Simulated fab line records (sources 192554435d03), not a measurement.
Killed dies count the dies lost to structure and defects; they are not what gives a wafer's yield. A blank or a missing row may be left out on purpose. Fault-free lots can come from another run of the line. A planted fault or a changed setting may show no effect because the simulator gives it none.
Chamber matching :: flow n5-finfet :: N5_DUMMY_GATE_ETCH_36 on rie-diel-06: 4 sister chambers
The step etches SiARC in CF4, target depth 13 nm. 33 wafers are shown with their chamber, then 12 later ones without.

== WAFERS, EACH WITH ITS CHAMBER ==
wafer: L075.2
chamber: 1
showerhead-plenum-p-Torr (Torr): 2.22
drypump-motor-current-A (A): 5.73
throttle-valve-pct (%): 15.82

wafer: L075.3
chamber: 3
showerhead-plenum-p-Torr (Torr): 2.12
drypump-motor-current-A (A): 5.88
throttle-valve-pct (%): 16.12

wafer: L075.5
chamber: 1
showerhead-plenum-p-Torr (Torr): 2.22
drypump-motor-current-A (A): 5.74
throttle-valve-pct (%): 15.81

wafer: L076.1
chamber: 2
showerhead-plenum-p-Torr (Torr): 2.15
drypump-motor-current-A (A): 6.01
throttle-valve-pct (%): 15.54

wafer: L076.2
chamber: 1
showerhead-plenum-p-Torr (Torr): 2.21
drypump-motor-current-A (A): 5.75
throttle-valve-pct (%): 15.79

wafer: L076.4
chamber: 3
showerhead-plenum-p-Torr (Torr): 2.12
drypump-motor-current-A (A): 5.89
throttle-valve-pct (%): 16.12

wafer: L077.3
chamber: 0
showerhead-plenum-p-Torr (Torr): 2.11
drypump-motor-current-A (A): 5.88
throttle-valve-pct (%): 15.79

wafer: L077.5
chamber: 0
showerhead-plenum-p-Torr (Torr): 2.11
drypump-motor-current-A (A): 5.87
throttle-valve-pct (%): 15.79

wafer: L077.6
chamber: 1
showerhead-plenum-p-Torr (Torr): 2.21
drypump-motor-current-A (A): 5.72
throttle-valve-pct (%): 15.81

wafer: L078.1
chamber: 1
showerhead-plenum-p-Torr (Torr): 2.21
drypump-motor-current-A (A): 5.75
throttle-valve-pct (%): 15.81

wafer: L078.5
chamber: 3
showerhead-plenum-p-Torr (Torr): 2.12
drypump-motor-current-A (A): 5.89
throttle-valve-pct (%): 16.16

wafer: L078.6
chamber: 0
showerhead-plenum-p-Torr (Torr): 2.11
drypump-motor-current-A (A): 5.88
throttle-valve-pct (%): 15.79

wafer: L079.4
chamber: 1
showerhead-plenum-p-Torr (Torr): 2.21
drypump-motor-current-A (A): 5.74
throttle-valve-pct (%): 15.81

wafer: L079.5
chamber: 0
showerhead-plenum-p-Torr (Torr): 2.11
drypump-motor-current-A (A): 5.85
throttle-valve-pct (%): 15.81

wafer: L079.6
chamber: 3
showerhead-plenum-p-Torr (Torr): 2.12
drypump-motor-current-A (A): 5.89
throttle-valve-pct (%): 16.14

wafer: L082.1
chamber: 0
showerhead-plenum-p-Torr (Torr): 2.10
drypump-motor-current-A (A): 5.82
throttle-valve-pct (%): 15.80

wafer: L082.2
chamber: 1
showerhead-plenum-p-Torr (Torr): 2.21
drypump-motor-current-A (A): 5.72
throttle-valve-pct (%): 15.83

wafer: L082.4
chamber: 3
showerhead-plenum-p-Torr (Torr): 2.11
drypump-motor-current-A (A): 5.88
throttle-valve-pct (%): 16.15

wafer: L089.1
chamber: 2
showerhead-plenum-p-Torr (Torr): 2.14
drypump-motor-current-A (A): 5.99
throttle-valve-pct (%): 15.61

wafer: L089.5
chamber: 0
showerhead-plenum-p-Torr (Torr): 2.10
drypump-motor-current-A (A): 5.88
throttle-valve-pct (%): 15.32

wafer: L089.6
chamber: 1
showerhead-plenum-p-Torr (Torr): 2.21
drypump-motor-current-A (A): 5.73
throttle-valve-pct (%): 15.85

wafer: L090.1
chamber: 2
showerhead-plenum-p-Torr (Torr): 2.14
drypump-motor-current-A (A): 5.99
throttle-valve-pct (%): 15.62

wafer: L090.4
chamber: 1
showerhead-plenum-p-Torr (Torr): 2.21
drypump-motor-current-A (A): 5.73
throttle-valve-pct (%): 15.88

wafer: L090.6
chamber: 0
showerhead-plenum-p-Torr (Torr): 2.10
drypump-motor-current-A (A): 5.87
throttle-valve-pct (%): 15.32

wafer: L091.1
chamber: 1
showerhead-plenum-p-Torr (Torr): 2.21
drypump-motor-current-A (A): 5.74
throttle-valve-pct (%): 15.85

wafer: L091.2
chamber: 2
showerhead-plenum-p-Torr (Torr): 2.14
drypump-motor-current-A (A): 5.97
throttle-valve-pct (%): 15.61

wafer: L091.3
chamber: 0
showerhead-plenum-p-Torr (Torr): 2.10
drypump-motor-current-A (A): 5.84
throttle-valve-pct (%): 15.34

wafer: L091.4
chamber: 1
showerhead-plenum-p-Torr (Torr): 2.21
drypump-motor-current-A (A): 5.72
throttle-valve-pct (%): 15.86

wafer: L091.5
chamber: 2
showerhead-plenum-p-Torr (Torr): 2.14
drypump-motor-current-A (A): 5.96
throttle-valve-pct (%): 15.61

wafer: L091.6
chamber: 0
showerhead-plenum-p-Torr (Torr): 2.10
drypump-motor-current-A (A): 5.86
throttle-valve-pct (%): 15.33

wafer: L092.1
chamber: 1
showerhead-plenum-p-Torr (Torr): 2.21
drypump-motor-current-A (A): 5.73
throttle-valve-pct (%): 15.86

wafer: L092.2
chamber: 0
showerhead-plenum-p-Torr (Torr): 2.10
drypump-motor-current-A (A): 5.87
throttle-valve-pct (%): 15.33

wafer: L092.3
chamber: 2
showerhead-plenum-p-Torr (Torr): 2.14
drypump-motor-current-A (A): 6.00
throttle-valve-pct (%): 15.61

SIGNATURES, as means of the wafers listed above
reading: showerhead-plenum-p-Torr
chamber 0: 2.1040
chamber 1: 2.2117
chamber 2: 2.1417
chamber 3: 2.1180
scatter within a chamber: 0.00443

reading: drypump-motor-current-A
chamber 0: 5.8620
chamber 1: 5.7333
chamber 2: 5.9867
chamber 3: 5.8860
scatter within a chamber: 0.0152

reading: throttle-valve-pct
chamber 0: 15.5620
chamber 1: 15.8317
chamber 2: 15.6000
chamber 3: 16.1380
scatter within a chamber: 0.139
Rule: a wafer lies at a distance from a chamber equal to the root of the sum of squares, over the readings, of (its reading less the chamber's mean, divided by the reading's scatter). The wafer belongs to the nearest chamber; if the next one is less than 2 further off, it can't be placed. The scatter: the root of (the sum of the squares of (reading less its chamber's mean) over the shown wafers, divided by (wafers less chambers)).

== WAFERS WITH NO CHAMBER GIVEN ==
wafer: L093.2
showerhead-plenum-p-Torr (Torr): 2.14
drypump-motor-current-A (A): 6.04
throttle-valve-pct (%): 15.62

wafer: L093.3
showerhead-plenum-p-Torr (Torr): 2.10
drypump-motor-current-A (A): 5.84
throttle-valve-pct (%): 15.34

wafer: L093.4
showerhead-plenum-p-Torr (Torr): 2.10
drypump-motor-current-A (A): 5.83
throttle-valve-pct (%): 15.34

wafer: L094.2
showerhead-plenum-p-Torr (Torr): 2.10
drypump-motor-current-A (A): 5.87
throttle-valve-pct (%): 15.34

wafer: L094.3
showerhead-plenum-p-Torr (Torr): 2.14
drypump-motor-current-A (A): 6.01
throttle-valve-pct (%): 15.63

wafer: L094.4
showerhead-plenum-p-Torr (Torr): 2.14
drypump-motor-current-A (A): 6.03
throttle-valve-pct (%): 15.61

wafer: L096.1
showerhead-plenum-p-Torr (Torr): 2.11
drypump-motor-current-A (A): 5.88
throttle-valve-pct (%): 15.68

wafer: L096.2
showerhead-plenum-p-Torr (Torr): 2.20
drypump-motor-current-A (A): 5.71
throttle-valve-pct (%): 15.87

wafer: L096.4
showerhead-plenum-p-Torr (Torr): 2.10
drypump-motor-current-A (A): 5.85
throttle-valve-pct (%): 15.36

wafer: L097.3
showerhead-plenum-p-Torr (Torr): 2.10
drypump-motor-current-A (A): 5.88
throttle-valve-pct (%): 15.35

wafer: L097.4
showerhead-plenum-p-Torr (Torr): 2.11
drypump-motor-current-A (A): 5.90
throttle-valve-pct (%): 15.69

wafer: L097.5
showerhead-plenum-p-Torr (Torr): 2.20
drypump-motor-current-A (A): 5.72
throttle-valve-pct (%): 15.87

== THE CHAMBER EACH PASSED THROUGH ==
wafer: L093.2
from the rows above: 2
in truth: 2

wafer: L093.3
from the rows above: 0
in truth: 0

wafer: L093.4
from the rows above: 0
in truth: 0

wafer: L094.2
from the rows above: 0
in truth: 0

wafer: L094.3
from the rows above: 2
in truth: 2

wafer: L094.4
from the rows above: 2
in truth: 2

wafer: L096.1
from the rows above: can't be placed: 0 or 3
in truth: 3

wafer: L096.2
from the rows above: 1
in truth: 1

wafer: L096.4
from the rows above: 0
in truth: 0

wafer: L097.3
from the rows above: 0
in truth: 0

wafer: L097.4
from the rows above: can't be placed: 0 or 3
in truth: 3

wafer: L097.5
from the rows above: 1
in truth: 1
Correct placement for 10 of the 12. Unplaceable from these rows: 2, with the true chamber sitting among the candidates in 2. Number placed wrongly: 0.
